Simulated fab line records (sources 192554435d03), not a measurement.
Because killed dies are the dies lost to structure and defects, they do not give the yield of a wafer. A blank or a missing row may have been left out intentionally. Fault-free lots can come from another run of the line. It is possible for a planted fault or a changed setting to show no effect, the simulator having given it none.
Split-lot study	flow n5-finfet	21 wafers read from 7 lots, route of 1938 steps

== THE SPLIT ==
At N5_BEOL_M10_TRENCH_ETCH_37 (etches SiCOH lowk in C4F6/O2, target depth 148.83 nm, time 48 s), the setting bias-w was moved away from the recipe's 185 W on 7 of the 21 wafers read, by -15.5% to +17.5%. For the rest of the wafers, this setting stayed at what the recipe calls for.

== FROM THE SPLIT TO THE READING: what the file shows between them, 11 steps ==
- N5_BEOL_M10_ETCH_41: etches SiCN in CH3F/O2, target depth 42.6 nm, time 86 s
- N5_BEOL_M10_STRIP_77: strips in N2/H2, time 10 s
- N5_BEOL_M10_OCD_MEAS_38
- N5_BEOL_M10_HM_STRIP_39: strips TiN in peroxide tin strip, target depth 25 nm, time 158 s
- N5_BEOL_M10_SRD_40: time 30 s
- N5_BEOL_M10_ECD_50: material Cu, target thk 318 nm
- N5_BEOL_M10_ANNEAL_51: time 90 s
- N5_BEOL_M10_CMP_52: polishes, stops on SiCOH lowk, t overpolish 7 s, target thk 140 nm
- N5_BEOL_M10_THK_MEAS_53: measures by xrf
- N5_BEOL_M10_PRE_CLEAN_55: time 15 s
- N5_BEOL_M10_DEP_56: deposits SiCN from 3MS/NH3, target thk 15 nm, time 26.5 s

== THE READING ==
M10_RS (ohm/sq), read at N5_BEOL_M10_RS_MEAS_57 with a four-point probe. On this fab line, fault-free wafers typically give 0.1493 ohm/sq with a standard deviation of 0.0024 ohm/sq.

wafer	tool, chamber at the split	bias-w as run, W	against the recipe	M10_RS, ohm/sq	against lot-mates on the recipe
L080.1	rie-diel-01, 0	156.3	-15.5%	0.1588	+0.0121
L080.3	rie-diel-01, 2	185	recipe	0.1467	-
L080.6	rie-diel-01, 1	156.3	-15.5%	0.1571	+0.0104
L082.2	rie-diel-05, 2	185	recipe	0.1484	-
L082.4	rie-diel-05, 1	185	recipe	0.1468	-
L082.6	rie-diel-05, 1	217.4	+17.5%	0.1387	-0.0089
L083.2	rie-diel-05, 0	185	recipe	0.1495	-
L083.3	rie-diel-05, 1	213	+15.1%	0.1410	-0.0085
L083.5	rie-diel-05, 0	213	+15.1%	0.1440	-0.0055
L084.3	rie-diel-05, 2	185	recipe	0.1527	-
L084.4	rie-diel-05, 3	214	+15.7%	0.1417	-0.0110
L084.5	rie-diel-05, 0	214	+15.7%	0.1447	-0.0080
L088.1	rie-diel-06, 0	185	recipe	0.1524	-
L088.3	rie-diel-06, 1	185	recipe	0.1497	-
L088.5	rie-diel-06, 1	185	recipe	0.1514	-
L097.1	rie-diel-01, 0	185	recipe	0.1551	-
L097.4	rie-diel-01, 2	185	recipe	0.1476	-
L097.6	rie-diel-01, 0	185	recipe	0.1521	-
L096.1	rie-diel-05, 2	185	recipe	0.1502	-
L096.2	rie-diel-05, 3	185	recipe	0.1498	-
L096.5	rie-diel-05, 2	185	recipe	0.1513	-

THE FIT
A straight line over all 21 wafers: M10_RS changes by -0.000515 ohm/sq for each +1% of bias-w; r = -0.91; the points scatter about the line by 0.0022 ohm/sq.
The same after taking each lot's own level away (the mean of its wafers on the recipe; 21 wafers): -0.000596 ohm/sq for each +1%; r = -0.95; scatter 0.0018 ohm/sq.
Per that fit: largest bias-w move, reading shift of 0.01 ohm/sq.
Across the lots, their own levels run from 0.14670 to 0.15270 ohm/sq, a range of 2.5 times the standard deviation given above.
So the slope is not independent of the lot-to-lot level: the two fits are not the same.
Check: for one of the wafers moved furthest among these (+17.5%), held out of the fit, the line's prediction against its lot-mates is -0.0103 ohm/sq. It came out at -0.0089 ohm/sq against them.
Tool readings at the split's step, against how far the setting was moved: rf-vpp-V r = +0.96.

== ADDITIONAL SPLITS CARRIED BY THESE WAFERS ==
Other splits were also applied to these wafers ahead of the reading. Each is held against what the fit with the lots' levels taken away leaves over:
other split on the same wafers	wafers away from the commonest value	r with M10_RS (lot level and that fit taken away)
N5_BEOL_M9_COAT_75 time-s	6	-0.10

== THE WHOLE CHAIN: every reading that the file lists as answering this split, in the file's order ==
step	what it does	reading	change (the file's fit)	r (the file's)
N5_BEOL_M10_TRENCH_ETCH_37	etches SiCOH lowk in C4F6/O2, target depth 148.83 nm, time 48 s	rf-vpp-V	+5.66 V for each +1% of the setting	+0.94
N5_BEOL_M10_TRENCH_ETCH_37	etches SiCOH lowk in C4F6/O2, target depth 148.83 nm, time 48 s	etch.depth-nm (the simulator's own value, which no gauge read)	+0.527 nm for each +1% of the setting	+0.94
N5_BEOL_M10_TRENCH_ETCH_37	etches SiCOH lowk in C4F6/O2, target depth 148.83 nm, time 48 s	BEOL_M10.feature-depth-nm (the simulator's own value, which no gauge read)	+0.525 nm for each +1% of the setting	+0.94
N5_BEOL_M10_OCD_MEAS_38		trench-depth-nm	+0.525 nm for each +1% of the setting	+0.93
N5_BEOL_M10_CMP_52	polishes, stops on SiCOH lowk, t overpolish 7 s, target thk 140 nm	Cu_of_BEOL_M10_ECD_50.thk-nm (the simulator's own value, which no gauge read)	+0.521 nm for each +1% of the setting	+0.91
N5_BEOL_M10_THK_MEAS_53	measures by xrf	M10_THK	+0.505 for each +1% of the setting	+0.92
N5_BEOL_M10_RS_MEAS_57	measures by four-point-probe	M10_RS	-0.000574 for each +1% of the setting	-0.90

== FILE'S OWN FIT ==
M10_RS changes by -0.000574 ohm/sq for each +1% of bias-w, r = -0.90.
